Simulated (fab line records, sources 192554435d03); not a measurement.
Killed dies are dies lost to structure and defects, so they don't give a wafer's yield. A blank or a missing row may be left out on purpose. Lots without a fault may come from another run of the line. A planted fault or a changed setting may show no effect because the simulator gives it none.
fab line records | flow n5_finfet
record lots=10 wafers=29 last_day=16
route steps=1938 shown BEOL_M5@1115
lots that met no fault: from a run of the same line without faults
start_h: hours from the record's first day to the start of the lot's first wafer shown | wait_h: hours since the lot's step before | " the same as in the row above | L1.1+2: a row that stands for several wafers | - no value, or no start given | * or withheld: withheld | < > ~ a bound
route shown NAME@n: a module of which the file shows steps, and the number in the route of the first | usual: mean/standard deviation of fault-free wafers | same: alike in all rows | chamber/n: place in a boat | sites: the reading at each site | _std_site: their standard deviation | _edge_site: outer sites' mean less inner sites' | radius_mm: how far each site lies from the wafer's centre | mask NAME#n: copy n | behind: the tool/chamber that last shaped the wafer | hold: why the lot was held/for how many hours/how that ended | device: the transistor (n, p or np) that didn't switch | end of line: the same wafers' tests at the end of the route | a step without rows: its recipe alone | killed: dies lost to structure and defects at the first sort, not the wafer's yield | map: a wafer's dies, x killed, . not, _ none there
set.NAME: the setting as run; set.NAME@STEP: as run at that earlier step | model.NAME: the simulator's own value behind a step, which no gauge read
steps of the route over a sample of lots; a table a step, a row a wafer
services: from which hour (start_h, from the record's first day; less than 0 if before it) a tool's chamber was out of use, for how many hours, and why
## steps
# step N5_BEOL_M5_PECVD_70
# recipe material=SiO2 target_thk_a=160 temp_c=400 precursor=TEOS/O2 pressure_torr=5.5 rf_w=450 teos_flow_sccm=53.8 gas=O2 flow_sccm=3000 time_s=18
# usual heater_power_outer_w=431/62 heater_power_w=726/82 showerhead_plenum_p_Torr=8.74/0.08 showerhead_vpp_V=1295/59 throttle_valve_pct=22.4/1.2
# columns lot.wafer tool chamber start_h wait_h heater_power_outer_w heater_power_w showerhead_plenum_p_Torr showerhead_vpp_V throttle_valve_pct
L954.2 pecvd-03 0 199.85 0.0 444 716 8.76 1413 21.9
L954.3 " 2 " " 409 725 8.82 1209 20.6
L954.4 " 0 " " 440 731 8.79 1432 21.9
L955.1 pecvd-04 2 214.49 0.0 525 845 8.71 1233 21.2
L955.2 " 0 " " 442 759 8.83 1346 22.5
L956.1 pecvd-01 0 218.38 0.0 415 729 8.72 1294 21.9
L956.3 " 1 " " 390 665 8.61 1385 24.8
L956.6 " 0 " " 425 710 8.73 1277 21.6
L960.2 pecvd-03 0 244.09 0.0 415 688 8.77 1423 22.0
L960.5 " 1 " " 503 823 8.78 1325 21.8
L960.6 " 0 " " 403 690 8.77 1450 21.8
L959.1 pecvd-01 1 249.26 0.0 395 645 8.60 1359 24.8
L959.3 " 2 " " 327 602 8.71 1263 21.8
L959.4 " 1 " " 391 663 8.57 1365 25.0
L962.1 pecvd-04 1 257.58 0.0 383 626 8.83 1270 23.0
L962.3 " 0 " " 425 732 8.81 1348 22.4
L962.5 " 1 " " 392 660 8.83 1270 22.8
L963.3 pecvd-01 1 262.47 0.0 381 643 8.60 1351 24.9
L963.4 " 0 " " 515 845 8.72 1266 21.7
L963.6 " 2 " " 385 673 8.71 1254 22.1
L964.1 pecvd-01 1 267.33 0.0 285 537 8.59 1348 24.7
L964.3 " 0 " " 533 846 8.71 1277 21.8
L964.5 " 0 " " 531 851 8.73 1282 21.8
L965.1 pecvd-03 1 282.32 0.0 469 776 8.79 1329 21.7
L965.2 " 0 " " 371 631 8.79 1412 21.5
L965.6 " 2 " " 418 758 8.80 1211 20.7
L968.2 pecvd-01 2 296.94 0.0 385 662 8.71 1231 22.0
L968.3 " 1 " " 378 678 8.61 1360 24.6
L968.5 " 2 " " 371 646 8.71 1250 22.3
# step N5_BEOL_M5_ETCH_61
# recipe chemistry=CF4 target=SiARC target_depth_a=156 mask_material=CAR-EUV time_s=26 ion_energy_ev=80 pressure_mtorr=40 source_w=545 bias_w=36 Ar_flow_sccm=100 cf4_flow_sccm=100 ends=cleared
# usual drypump_motor_current_A=5.8/0.37 etch_rf_on_time_s=26.0/0.58 oes_product_au=0.68/0.056 rf_vpp_V=184.2/1.2 showerhead_plenum_p_Torr=2.16/0.081 throttle_valve_pct=15.54/0.24
# columns lot.wafer tool chamber start_h wait_h drypump_motor_current_A etch_rf_on_time_s oes_product_au rf_hours_counter_h rf_vpp_V showerhead_plenum_p_Torr throttle_valve_pct
L954.2 rie_diel-02 2 201.30 0.0 6.5 26.3 0.68 87 184.0 2.07 15.85
L954.3 " 0 " " 5.1 25.6 0.65 163 184.5 2.24 15.89
L954.4 " 3 " " 5.9 25.8 0.71 79 185.4 2.27 15.23
L955.1 rie_diel-06 1 216.21 0.0 6.2 25.8 0.73 60 184.5 2.09 15.28
L955.2 " 2 " " 6.0 26.5 0.69 91 184.4 2.25 15.38
L956.1 rie_diel-02 0 219.27 0.0 5.1 25.5 0.64 168 183.3 2.24 15.89
L956.3 " 3 " " 5.8 26.1 0.70 85 185.3 2.27 15.25
L956.6 " 3 " " 5.9 25.8 0.70 - 184.5 2.27 15.25
L960.2 rie_diel-04 3 245.97 0.0 6.0 25.2 0.75 43 184.9 2.17 15.63
L960.5 " 0 " " 5.6 26.1 0.75 - 183.4 2.08 15.24
L960.6 " 1 " " 5.5 26.7 0.58 - 184.8 2.13 15.80
L959.1 rie_diel-06 3 251.07 0.0 5.6 26.6 0.63 183 185.9 2.20 15.54
L959.3 " 2 " " 6.0 26.5 0.68 101 185.8 2.24 15.43
L959.4 " 1 " " 6.1 25.5 0.73 70 182.6 2.08 15.32
L962.1 rie_diel-04 3 258.79 0.0 6.0 25.6 0.74 47 184.9 2.17 15.65
L962.3 " 1 " " 5.5 26.7 0.58 233 183.9 2.13 15.80
L962.5 " 1 " " 5.5 26.7 0.58 - 184.4 2.13 15.79
L963.3 rie_diel-04 1 263.48 0.0 5.5 26.5 0.59 235 183.9 2.13 15.82
L963.4 " 3 " " 6.0 25.3 0.74 48 185.3 2.17 15.63
L963.6 " 1 " " 5.5 26.5 0.58 - 184.6 2.13 15.81
L964.1 rie_diel-06 2 269.35 0.0 6.0 26.6 0.68 107 186.1 2.24 15.44
L964.3 " 3 " " 5.6 26.6 0.62 189 185.2 2.20 15.57
L964.5 " 3 " " 5.6 26.7 0.62 - 185.1 2.20 15.55
L965.1 rie_diel-06 1 283.67 0.0 6.2 25.7 0.70 83 183.2 2.08 15.34
L965.2 " 3 " " 5.6 26.5 0.62 196 184.7 2.19 15.59
L965.6 " 3 " " 5.6 26.3 0.63 - 185.3 2.19 15.57
L968.2 rie_diel-02 1 298.37 0.0 5.6 25.8 0.73 84 185.8 2.25 15.35
L968.3 " 2 " " 6.5 26.5 0.65 120 183.5 2.05 15.92
L968.5 " 1 " " 5.6 25.6 0.72 - 185.6 2.25 15.36
# step N5_BEOL_M5_COAT_74
# recipe resist=underlayer temp_c=205 time_s=60 spin_rpm=1500 resist_thk_nm=5
# usual exhaust_pa=44.8/0.8 heater_power_total_W=391.9/1.3 plate_temp_C=204.99/0.16
# columns lot.wafer tool chamber start_h wait_h exhaust_pa heater_power_total_W plate_temp_C
L954.2 litho_track-05 0 204.11 - 43.7 390.2 205.13
L954.3 " 0 " " 45.4 391.5 204.78
L954.4 " 0 " " 44.4 391.5 204.90
L955.1 litho_track-02 0 217.36 - 44.0 391.3 205.24
L955.2 " 0 " " 45.2 391.7 205.40
L956.1 litho_track-02 0 219.77 - 44.6 392.0 204.86
L956.3 " 0 " " 46.0 389.8 204.84
L956.6 " 0 " " 46.5 393.5 204.89
L960.2 litho_track-02 0 246.38 - 46.0 393.8 204.96
L960.5 " 0 " " 46.0 393.6 205.03
L960.6 " 0 " " 46.8 391.5 205.13
L959.1 litho_track-02 0 252.24 - 45.2 390.7 204.70
L959.3 " 0 " " 45.7 394.0 204.76
L959.4 " 0 " " 45.7 393.7 205.05
L962.1 litho_track-02 0 259.85 - 45.0 424.3 217.62
L962.3 " 0 " " 44.6 420.0 217.51
L962.5 " 0 " " 44.6 424.4 217.58
L963.3 litho_track-02 0 265.31 - 45.1 419.7 217.66
L963.4 " 0 " " 44.8 424.5 217.58
L963.6 " 0 " " 45.2 424.2 217.57
L964.1 litho_track-02 0 269.93 - 44.2 422.0 217.59
L964.3 " 0 " " 44.3 418.4 217.74
L964.5 " 0 " " 44.5 422.8 217.45
L965.1 litho_track-05 0 285.65 - 46.0 389.8 205.25
L965.2 " 0 " " 45.3 390.0 204.96
L965.6 " 0 " " 45.1 392.6 205.07
L968.2 litho_track-03 0 298.88 - 45.8 391.7 204.82
L968.3 " 0 " " 45.5 393.1 204.82
L968.5 " 0 " " 44.1 393.4 205.13
# step N5_BEOL_M5_DESCUM_33
# recipe chemistry=O2 time_s=7 source_power_w=50 bias_power_w=20 pressure_mtorr=20 rf_frequency_hz=2.712e+07 temp_c=40 resist=CAR-EUV o2_flow_sccm=225
# usual bias_power_w=20.01/0.061 drypump_motor_current_A=5.8/0.42 oes_product_au=0.80/0.061 rf_vpp_V=243.5/1.5 showerhead_plenum_p_Torr=2.12/0.09 throttle_valve_pct=20.48/0.28
# columns lot.wafer tool chamber start_h wait_h bias_power_w drypump_motor_current_A oes_product_au rf_hours_counter_h rf_vpp_V showerhead_plenum_p_Torr throttle_valve_pct
L954.2 rie_diel-02 0 204.55 0.0 20.05 5.1 0.75 163 244.1 2.20 20.83
L954.3 " 3 " " 20.07 5.8 0.83 79 245.3 2.22 20.03
L954.4 " 2 " " 20.04 6.5 0.79 88 242.3 2.03 20.88
L955.1 rie_diel-06 0 217.94 0.2 20.00 5.6 0.71 210 241.0 2.01 20.71
L955.2 " 3 " " 20.08 5.5 0.74 173 244.3 2.18 20.38
L956.1 rie_diel-04 2 220.17 0.0 20.06 5.4 0.81 105 241.6 2.01 20.50
L956.3 " 1 " " 20.09 5.5 0.71 222 241.4 2.05 20.36
L956.6 " 1 " " 20.08 5.5 0.70 - 241.9 2.05 20.36
L960.2 rie_diel-02 2 246.79 0.0 19.98 6.5 0.77 103 242.8 2.03 20.90
L960.5 " 0 " " 19.99 5.1 0.74 - 246.0 2.20 20.85
L960.6 " 1 " " 19.97 5.7 0.87 - 245.8 2.24 20.34
L959.1 rie_diel-02 2 252.77 0.1 19.86 6.5 0.77 105 240.6 2.02 20.89
L959.3 " 1 " " 20.05 5.6 0.86 68 245.0 2.24 20.34
L959.4 " 1 " " 20.09 5.6 0.86 - 244.8 2.24 20.33
L962.1 rie_diel-02 2 260.25 0.0 19.98 6.5 0.78 108 242.0 2.02 20.93
L962.3 " 1 " " 19.92 5.6 0.86 71 245.8 2.24 20.34
L962.5 " 2 " " 20.02 6.5 0.77 - 242.5 2.02 20.90
L963.3 rie_diel-06 3 265.87 0.0 19.93 5.6 0.73 188 243.4 2.17 20.41
L963.4 " 1 " " 20.03 6.2 0.82 - 241.3 2.03 20.09
L963.6 " 3 " " 19.99 5.6 0.73 - 243.8 2.17 20.39
L964.1 rie_diel-02 0 270.46 0.0 19.96 5.1 0.74 185 243.6 2.19 20.87
L964.3 " 1 " " 20.08 5.6 0.87 74 245.2 2.24 20.35
L964.5 " 0 " " 19.91 5.1 0.74 - 245.0 2.19 20.86
L965.1 rie_diel-04 2 286.38 0.4 19.98 5.4 0.79 126 242.0 2.01 20.53
L965.2 " 3 " " 20.06 6.0 0.83 57 243.8 2.12 20.55
L965.6 " 3 " " 20.11 6.0 0.84 - 244.1 2.12 20.54
L968.2 rie_diel-02 1 299.40 0.0 19.96 5.6 0.85 84 244.6 2.23 20.37
L968.3 " 0 " " 20.02 5.1 0.72 195 244.9 2.19 20.90
L968.5 " 2 " " 19.91 6.5 0.76 - 241.0 2.02 20.94
## services
# columns tool chamber start_h hours kind
pecvd-03 2 178.74 5.0 scheduled_down
rie_diel-06 1 181.26 7.0 repair
rie_diel-06 2 187.71 4.6 repair
litho_track-02 - 188.75 - consumable_replace:filter
pecvd-01 2 202.38 - clean
pecvd-01 2 202.38 - consumable_replace:showerhead
pecvd-01 2 202.38 29.0 scheduled_down
pecvd-01 2 202.38 29.0 vent_cycle
pecvd-03 2 214.79 5.7 repair
pecvd-01 0 232.98 16.5 scheduled_down
rie_diel-02 3 240.22 32.8 repair
rie_diel-04 1 279.44 3.4 repair
litho_track-05 - 285.30 - consumable_replace:filter
pecvd-03 - 291.16 6.0 pm
rie_diel-04 2 293.66 8.2 repair
pecvd-01 0 297.92 5.5 scheduled_down
pecvd-03 0 297.99 2.1 scheduled_down
pecvd-04 - 298.18 0.4 repair
## key
first_sign step=N5_BEOL_M5_COAT_74 reading=plate_temp_C direction=up sigmas=79 usual=* struck=*
effect step=N5_BEOL_M5_COAT_74 reading=heater_power_total_W direction=up sigmas=23 usual=* struck=*
met_at N5_BEOL_M5_COAT_74
struck_lots L962,L963,L964
not_acting_at N5_BEOL_M5_PECVD_70,N5_BEOL_M5_ETCH_61,N5_BEOL_M5_DESCUM_33
onset_between 252.24 259.85
fault kind=process_parameter_drift tool=litho_track-02 chamber=- onset_h=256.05 steps=N5_BEOL_M5_COAT_74 channel=temp_c offset=* shape=step end_h=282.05 acts_in=* stated=*
